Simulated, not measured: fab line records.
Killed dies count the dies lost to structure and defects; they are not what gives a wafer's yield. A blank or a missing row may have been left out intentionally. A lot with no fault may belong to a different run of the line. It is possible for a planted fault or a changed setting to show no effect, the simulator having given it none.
fab line records    flow n5-finfet
record lots=10  wafers=30  last-day=17
route steps=1938 shown WELL_APT@55 BEOL_M4@1110 BEOL_M5@1113 PASSIVATION@1936
lots that met no fault: from a run of the same line without faults
start-h: hours from the record's first day to the start of the lot's first wafer shown    wait-h: hours from the lot's prior step to this one    " as in the row above    L1.1+2: one row covering several wafers at once    - no value, or no start given    * or withheld: withheld    < > ~ a bound
route shown NAME@n: names a module that has steps shown in the file, with the first one's number in the route    usual: mean/standard deviation of fault-free wafers    same: alike in all rows    chamber/n: place in a boat    sites: readings site by site    _std_site: the values' standard deviation    _edge_site: the outer-site mean with the inner-site mean subtracted    radius-mm: how far each site lies from the wafer's centre    mask NAME#n: copy n    behind: the tool/chamber that last shaped the wafer    hold: cause of the lot's hold/its duration in hours/its outcome    device: which transistor (n, p or np) failed to switch    end of line: the same wafers' tests at the end of the route    a step with no rows: only its recipe    killed: dies that structure and defects cost at the first sort, which is not the same as the wafer's yield    map: the dies of a wafer, with x for killed, . for not killed, _ for no die there
set.NAME: the setting as run; set.NAME@STEP: as run at that earlier step    model.NAME: the simulator's own value behind a step, which no gauge read
steps of the route over a sample of lots; a table a step, a row a wafer
services: a tool's chamber out of use, with start hour (start-h, from the record's first day; less than 0 if before it), hours out, and reason
## steps
# step N5_WELL_APT_EPI_41
# recipe material=Si  target-thk-a=500  temp-c=650  precursor=SiH4/H2  pressure-torr=20  time-s=297.7
# usual throttle-valve-pct=11.6/0.34
lot.wafer  tool          chamber  start-h  wait-h  throttle-valve-pct
L913.1     epi-rpcvd-01  0        16.33    0.0     12.0
L913.2     "             0        "        "       11.9
L913.6     "             0        "        "       11.9
L916.2     epi-rpcvd-01  0        34.28    0.1     11.9
L916.3     "             0        "        "       12.0
L916.4     "             0        "        "       11.9
L917.2     epi-rpcvd-01  0        40.00    0.2     11.9
L917.5     "             0        "        "       11.8
L917.6     "             0        "        "       12.0
L918.1     epi-rpcvd-01  0        45.97    0.0     11.8
L918.3     "             0        "        "       12.0
L918.5     "             0        "        "       11.8
L919.4     epi-rpcvd-01  0        52.71    0.3     11.6
L919.5     "             0        "        "       12.1
L919.6     "             0        "        "       12.0
L921.2     epi-rpcvd-01  0        64.38    0.2     11.9
L921.3     "             0        "        "       12.0
L921.5     "             0        "        "       11.9
L922.2     epi-rpcvd-03  0        70.13    0.1     11.2
L922.3     "             0        "        "       11.3
L922.5     "             0        "        "       11.2
L927.2     epi-rpcvd-03  0        100.31   0.2     11.0
L927.3     "             0        "        "       11.2
L927.6     "             0        "        "       11.3
L929.1     epi-rpcvd-02  0        112.16   0.0     11.4
L929.2     "             0        "        "       11.4
L929.3     "             0        "        "       11.2
L935.2     epi-rpcvd-03  0        148.44   0.1     11.3
L935.3     "             0        "        "       11.2
L935.5     "             0        "        "       11.3
# step N5_BEOL_M4_INSPECT_59
# recipe inspect-instrument=darkfield  mode=post-dep
# usual raw-defect-count=68/24
lot.wafer  tool               chamber  start-h  wait-h  raw-defect-count
L913.1     defect-inspect-01  -        180.49   0.0     57
L913.2     "                  -        "        "       51
L913.6     "                  -        "        "       68
L916.2     defect-inspect-02  -        188.64   0.0     104
L916.3     "                  -        "        "       79
L916.4     "                  -        "        "       75
L917.2     defect-inspect-02  -        202.24   0.0     36
L917.5     "                  -        "        "       52
L917.6     "                  -        "        "       32
L918.1     defect-inspect-01  -        213.17   0.0     33
L918.3     "                  -        "        "       54
L918.5     "                  -        "        "       65
L919.4     defect-inspect-02  -        216.58   0.0     72
L919.5     "                  -        "        "       83
L921.2     defect-inspect-02  -        239.19   0.0     91
L921.3     "                  -        "        "       54
L921.5     "                  -        "        "       108
L922.2     defect-inspect-01  -        246.57   0.0     49
L922.3     "                  -        "        "       50
L922.5     "                  -        "        "       48
L927.2     defect-inspect-02  -        270.41   0.0     106
L927.3     "                  -        "        "       118
L927.6     "                  -        "        "       141
L929.1     defect-inspect-02  -        291.24   0.0     64
L929.2     "                  -        "        "       89
L929.3     "                  -        "        "       58
L935.2     defect-inspect-02  -        307.01   0.0     90
L935.3     "                  -        "        "       83
L935.5     "                  -        "        "       65
# step N5_BEOL_M4_RC_MEAS_101
# usual CJ_N=4.33/0.09  CJ_P=5.82/0.13  DIBL_N=36.0/1.4  DIBL_P=36.1/1.4  IOFF_N=0.153/0.02  IOFF_P=0.211/0.026  ION_N=673/8.7  ION_P=463/6.7  RS_NWELL=1036/7  RS_PWELL=3013/25  SS_N=71.5/0.5  SS_P=73.3/0.54  VT_N=250.1/2.4  VT_N_LONG=274.6/1.8  VT_P=-250.2/2.9
lot.wafer  tool       chamber  start-h  wait-h  CJ_N  CJ_P  DIBL_N[mV/V]  DIBL_P[mV/V]  IOFF_N[nA/um]  IOFF_P[nA/um]  ION_N[uA/um]  ION_P[uA/um]  RS_NWELL[ohm/sq]  RS_PWELL[ohm/sq]  SS_N[mV/dec]  SS_P[mV/dec]  VT_N[mV]  VT_N_LONG[mV]  VT_P[mV]
L913.1     prober-02  0        180.51   0.0     4.22  5.78  35.0          36.0          0.147          0.215          681           478           1034              2974              70.4          72.5          248.7     275.9          -247.8
L913.2     "          0        "        "       4.28  5.74  34.5          34.9          0.134          0.201          671           469           1035              3026              71.1          72.2          251.1     275.1          -247.9
L913.6     "          0        "        "       4.19  6.03  35.7          36.5          0.149          0.231          675           472           1027              3000              71.2          72.7          250.3     274.6          -247.5
L916.2     prober-01  0        188.82   0.2     4.21  5.85  38.0          35.9          0.154          0.196          667           454           1029              3009              71.5          73.9          250.2     273.7          -250.9
L916.3     "          0        "        "       4.33  5.59  37.3          34.0          0.138          0.168          668           448           1037              2998              71.7          72.9          249.0     275.0          -253.1
L916.4     "          0        "        "       4.34  5.89  37.5          34.4          0.139          0.178          671           457           1035              2981              71.3          73.1          252.9     275.3          -254.4
L917.2     prober-02  0        202.42   0.2     4.20  5.65  34.5          35.0          0.131          0.171          666           456           1041              3032              71.5          72.7          252.6     272.8          -254.4
L917.5     "          0        "        "       4.20  5.95  35.4          36.9          0.152          0.188          674           463           1043              3041              70.7          74.0          249.2     272.8          -253.0
L917.6     "          0        "        "       4.31  5.74  37.4          38.7          0.186          0.217          685           463           1053              3044              71.4          73.5          247.3     272.3          -250.4
L918.1     prober-02  0        213.20   0.0     5.00  4.10  39.1          39.8          0.173          0.263          662           473           1074              3151              71.5          74.7          248.3     280.2          -247.0
L918.3     "          0        "        "       5.04  4.14  37.8          37.9          0.150          0.226          655           470           1063              3137              71.1          73.9          251.7     281.4          -249.5
L918.5     "          0        "        "       5.02  3.67  38.9          40.4          0.168          0.286          665           476           1063              3172              71.1          74.7          251.9     279.0          -249.7
L919.4     prober-01  0        217.07   0.5     4.96  3.93  36.0          37.4          0.138          0.228          651           465           1054              3133              71.2          73.6          255.8     283.0          -249.0
L919.5     "          0        "        "       4.99  3.96  34.3          35.4          0.108          0.215          639           465           1064              3105              70.5          72.9          255.9     280.7          -251.3
L921.2     prober-01  0        239.37   0.2     5.01  4.23  36.9          38.9          0.156          0.255          660           468           1047              3146              71.8          73.3          252.4     280.3          -246.4
L921.3     "          0        "        "       4.95  4.39  36.0          37.4          0.144          0.229          658           469           1052              3135              71.4          72.6          250.7     276.5          -246.3
L921.5     "          0        "        "       5.01  4.21  38.2          40.5          0.189          0.293          670           472           1058              3141              72.0          73.8          250.1     279.2          -245.2
L922.2     prober-01  0        246.75   0.2     4.19  5.67  34.6          35.7          0.140          0.202          667           464           1019              3019              71.3          73.1          250.4     275.8          -249.8
L922.3     "          0        "        "       4.14  5.57  34.2          35.0          0.127          0.192          671           464           1027              2980              70.6          73.6          252.5     274.2          -248.7
L922.5     "          0        "        "       4.21  5.61  35.7          36.7          0.151          0.220          683           470           1037              2972              72.0          73.2          249.6     272.0          -248.1
L927.2     prober-02  0        271.95   1.5     4.36  5.92  38.1          38.3          0.197          0.275          691           467           1042              2999              72.3          74.0          248.2     272.6          -244.3
L927.3     "          0        "        "       4.37  5.84  35.8          35.9          0.165          0.225          683           473           1032              2990              72.1          73.4          246.7     274.4          -250.4
L927.6     "          0        "        "       4.27  5.56  36.0          36.6          0.167          0.232          679           468           1031              2975              71.6          73.6          246.9     275.3          -249.3
L929.1     prober-01  0        291.27   0.0     4.24  5.99  37.0          36.9          0.184          0.281          697           482           1038              2991              71.4          73.5          244.1     269.3          -239.9
L929.2     "          0        "        "       4.36  6.02  36.8          36.3          0.175          0.255          691           478           1042              3005              71.3          73.3          244.7     270.5          -242.6
L929.3     "          0        "        "       4.32  5.78  36.0          35.9          0.165          0.241          681           467           1037              3009              71.2          73.2          248.3     269.7          -243.3
L935.2     prober-01  0        307.19   0.2     4.28  5.53  35.5          34.3          0.139          0.185          659           456           1043              3016              71.2          72.3          250.1     274.5          -250.4
L935.3     "          0        "        "       4.29  5.76  35.1          34.3          0.139          0.189          669           459           1033              3020              71.4          72.9          253.1     274.0          -250.0
L935.5     "          0        "        "       4.26  5.65  36.6          35.9          0.153          0.216          662           462           1037              3011              71.1          72.4          252.1     274.3          -251.4
# step N5_BEOL_M5_CURE_79
# recipe temp-c=385  time-s=240  ambient=He/Ar  material=SiCOH_lowk
# usual lamp-power-pct=52.32/0.056  wafer_temp_C_max=386.5/0.61
lot.wafer  tool        chamber  start-h  wait-h  lamp-power-pct  wafer_temp_C_max
L913.1     uv-cure-03  1        181.55   0.0     52.28           387.1
L913.2     "           1        "        "       52.30           387.0
L913.6     "           1        "        "       52.29           387.7
L916.2     uv-cure-02  0        189.78   0.1     52.33           385.9
L916.3     "           0        "        "       52.30           386.4
L916.4     "           0        "        "       52.35           385.7
L917.2     uv-cure-02  0        203.37   0.1     52.43           385.9
L917.5     "           0        "        "       52.26           386.0
L917.6     "           0        "        "       52.33           386.0
L918.1     uv-cure-03  2        214.22   0.0     52.41           386.5
L918.3     "           2        "        "       52.33           386.0
L918.5     "           2        "        "       52.26           386.0
L919.4     uv-cure-02  1        217.87   0.3     52.34           386.6
L919.5     "           1        "        "       52.21           386.2
L921.2     uv-cure-02  2        240.63   0.4     52.32           386.3
L921.3     "           2        "        "       52.33           386.4
L921.5     "           2        "        "       52.32           386.0
L922.2     uv-cure-02  1        247.70   0.1     52.20           386.6
L922.3     "           1        "        "       52.36           386.5
L922.5     "           1        "        "       52.23           386.9
L927.2     uv-cure-01  2        272.90   0.1     52.44           386.4
L927.3     "           2        "        "       52.28           386.8
L927.6     "           2        "        "       52.41           387.0
L929.1     uv-cure-02  0        292.30   0.0     52.33           385.9
L929.2     "           0        "        "       52.27           385.8
L929.3     "           0        "        "       52.26           385.9
L935.2     uv-cure-02  1        308.14   0.1     52.24           386.3
L935.3     "           1        "        "       52.34           386.6
L935.5     "           1        "        "       52.26           386.9
# step N5_BEOL_M5_HM_DEP_02
# recipe material=TiN  target-thk-a=200  temp-c=25  chamber-pressure-pa=0.49996
# usual chamber-pressure-pa=0.5000/0.00088  substrate-temp-c=24.99/0.11  throttle-valve-pct=30.1/0.81
lot.wafer  tool            chamber  start-h  wait-h  chamber-pressure-pa  substrate-temp-c  throttle-valve-pct
L913.1     pvd-sputter-01  -        183.10   1.0     0.5004               25.11             31.2
L913.2     "               -        "        "       0.5003               24.89             29.5
L913.6     "               -        "        "       0.5008               25.21             31.1
L916.2     pvd-sputter-01  -        192.45   2.2     0.4993               24.98             29.2
L916.3     "               -        "        "       0.5001               24.93             29.5
L916.4     "               -        "        "       0.4995               24.91             31.6
L917.2     pvd-sputter-03  -        204.65   0.8     0.4982               25.02             30.8
L917.5     "               -        "        "       0.4996               24.90             30.7
L917.6     "               -        "        "       0.5000               24.97             29.3
L918.1     pvd-sputter-03  -        216.18   1.4     0.5005               25.14             30.7
L918.3     "               -        "        "       0.4995               24.80             29.4
L918.5     "               -        "        "       0.5000               25.07             30.3
L919.4     pvd-sputter-01  -        220.13   1.9     0.5003               25.01             30.8
L919.5     "               -        "        "       0.5007               24.86             29.7
L921.2     pvd-sputter-01  -        242.80   1.7     0.5001               24.88             29.7
L921.3     "               -        "        "       0.4992               25.09             31.3
L921.5     "               -        "        "       0.5000               25.13             31.6
L922.2     pvd-sputter-03  -        248.86   0.7     0.4993               24.99             29.5
L922.3     "               -        "        "       0.4988               24.88             29.5
L922.5     "               -        "        "       0.5003               24.88             29.4
L927.2     pvd-sputter-03  -        276.44   3.1     0.4992               25.00             29.2
L927.3     "               -        "        "       0.4988               24.88             30.9
L927.6     "               -        "        "       0.4994               24.99             29.4
L929.1     pvd-sputter-03  -        295.31   2.4     0.5008               24.90             29.7
L929.2     "               -        "        "       0.4989               24.98             31.0
L929.3     "               -        "        "       0.4986               25.09             30.5
L935.2     pvd-sputter-03  -        309.11   0.5     0.5003               24.94             29.6
L935.3     "               -        "        "       0.5010               24.81             29.4
L935.5     "               -        "        "       0.5007               24.86             29.5
# step N5_PASSIVATION_PROBE_49
# usual defect-limited-yield=91.2/1.4  killed_at_M0_to_M3=34/9.7  killed_at_M4_up=14/5.2  killed-at-contacts=13/6.7  killed-at-front-end=39/11  killed-at-other=3.6/2.6  killed-dies=104/17  killed-on-rim=13/3.8  killed-open=69/12  killed-short=34/8.2  sort_bin_5_function=5.3/0.89  sort_bin_6_memory=3.2/0.69  sort-n-pass=1076/17  sort-yield-pct=91.2/1.4
# same gross-dies=1180  killed-at-back-side=0  sort_bin_4_leakage[%]=0  sort_bin_8_speed[%]=0
lot.wafer  tool       chamber  start-h  wait-h  defect-limited-yield[%]  killed_at_M0_to_M3  killed_at_M4_up  killed-at-contacts  killed-at-front-end  killed-at-other  killed-dies  killed-on-rim  killed-open  killed-short  sort_bin_5_function[%]  sort_bin_6_memory[%]  sort-n-pass  sort-yield-pct[%]
L922.2     prober-01  -        353.68   0.1     92.2                     30                  11               6                   41                   4                92           10             52           38            4.7                     3.0                   1088         92.2
L922.3     prober-01  -        353.73   0.1     92.2                     30                  11               2                   48                   1                92           9              68           23            4.3                     3.1                   1088         92.2
L922.5     prober-01  -        353.83   0.2     91.9                     36                  7                5                   43                   5                96           14             57           38            4.5                     3.4                   1084         91.9
L927.2     prober-02  -        401.31   0.1     90.8                     49                  13               14                  28                   4                108          19             58           49            5.2                     3.5                   1072         90.8
L927.3     prober-02  -        401.36   0.1     90.8                     53                  13               17                  20                   6                109          16             76           31            5.3                     3.7                   1071         90.8
L927.6     prober-02  -        401.51   0.3     93.1                     32                  12               16                  19                   2                81           11             53           28            3.5                     3.1                   1099         93.1
# killed by level:class
L922.2 FIN_SAQP:geometric-particle:open=13 FIN_SAQP:geometric-particle:short=12 MOL_CONTACT_COAG:geometric-particle:open=6 BEOL_M1:geometric-particle:open=6 STI_FIN_REVEAL:geometric-particle:open=5 BEOL_M3:geometric-particle:open=5 BEOL_M2:geometric-particle:short=4 BEOL_M4:geometric-particle:short=4
L922.3 FIN_SAQP:geometric-particle:open=13 BEOL_M3:geometric-particle:open=13 FIN_SAQP:geometric-particle:short=10 STI_FIN_REVEAL:geometric-particle:open=10 BEOL_M1:geometric-particle:open=8 BEOL_M4:geometric-particle:open=6 BEOL_M5:geometric-particle:open=5 BEOL_M0_SAQP:geometric-particle:open=3
L922.5 FIN_SAQP:geometric-particle:short=16 BEOL_M1:geometric-particle:open=10 FIN_SAQP:geometric-particle:open=9 STI_FIN_REVEAL:geometric-particle:open=6 BEOL_M0_SAQP:geometric-particle:short=5 STARTING-WAFER:geometric-particle:open=4 BEOL_M0_SAQP:geometric-particle:open=4 BEOL_M3:geometric-particle:open=4
L927.2 BEOL_M0_SAQP:geometric-particle:short=15 MOL_CONTACT_COAG:geometric-particle:open=13 BEOL_M3:geometric-particle:open=10 BEOL_M0_SAQP:geometric-particle:open=8 STARTING-WAFER:geometric-particle:short=7 FIN_SAQP:geometric-particle:short=6 BEOL_M0:geometric-particle:open=5 FIN_SAQP:geometric-particle:open=4
L927.3 MOL_CONTACT_COAG:geometric-particle:open=15 BEOL_M0_SAQP:geometric-particle:open=10 BEOL_M2:geometric-particle:open=9 BEOL_M0:geometric-particle:open=8 BEOL_M3:geometric-particle:open=7 BEOL_M0_SAQP:geometric-particle:short=6 BEOL_M1:geometric-particle:open=6 BEOL_M4:geometric-particle:open=6
L927.6 MOL_CONTACT_COAG:geometric-particle:open=14 BEOL_M0_SAQP:geometric-particle:open=7 BEOL_M0:geometric-particle:open=7 BEOL_M0_SAQP:geometric-particle:short=6 BEOL_M2:geometric-particle:open=6 FIN_SAQP:geometric-particle:short=3 BEOL_M1:geometric-particle:short=3 BEOL_M4:geometric-particle:short=3
## services
tool            chamber  start-h  hours  kind
uv-cure-02      -        -2.23    2.1    pm
uv-cure-03      -        30.13    12.0   repair
pvd-sputter-03  -        75.51    6.6    repair
uv-cure-03      -        95.01    0.3    repair
pvd-sputter-01  -        98.03    4.9    repair
uv-cure-02      -        98.14    3.4    pm
uv-cure-01      -        130.67   6.0    pm
epi-rpcvd-01    -        141.50   0.7    repair
uv-cure-03      -        142.80   7.5    pm
uv-cure-02      -        182.12   2.8    pm
epi-rpcvd-01    -        198.23   0.7    repair
uv-cure-03      -        199.42   1.0    pm
epi-rpcvd-02    -        243.25   8.1    pm
uv-cure-01      -        247.08   7.5    pm
uv-cure-03      -        255.72   7.5    pm
uv-cure-01      -        278.87   1.0    pm
## key
first-sign step=N5_BEOL_M4_RC_MEAS_101  reading=CJ_P  direction=down  sigmas=13  usual=5.82  struck=4.08
effect step=N5_BEOL_M4_RC_MEAS_101  reading=CJ_N  direction=up  sigmas=7.5  usual=4.33  struck=5.00
effect step=N5_BEOL_M4_RC_MEAS_101  reading=RS_PWELL  direction=up  sigmas=5.1  usual=3013  struck=3140
effect step=N5_BEOL_M4_RC_MEAS_101  reading=RS_NWELL  direction=up  sigmas=3.3  usual=1036  struck=1059
effect step=N5_BEOL_M4_RC_MEAS_101  reading=VT_N_LONG  direction=up  sigmas=2.9  usual=274.6  struck=280.0
effect step=N5_BEOL_M4_RC_MEAS_101  reading=ION_N  direction=down  sigmas=1.8  usual=673  struck=658
met-at N5_WELL_APT_EPI_41
struck-lots L918,L919,L921
rows-end L919.4,L919.5,L919.6
not-acting-at N5_BEOL_M4_INSPECT_59,N5_BEOL_M5_CURE_79,N5_BEOL_M5_HM_DEP_02
onset-between 40.00 45.97
fault kind=process-parameter-drift  tool=epi-rpcvd-01  chamber=-  onset-h=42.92  steps=N5_WELL_APT_EPI_41  channel=target-thk-a  offset=*  shape=step  acts-in=*  stated=*
# rows-end: these wafers met a further fault down the route, and their rows from its step on are left out
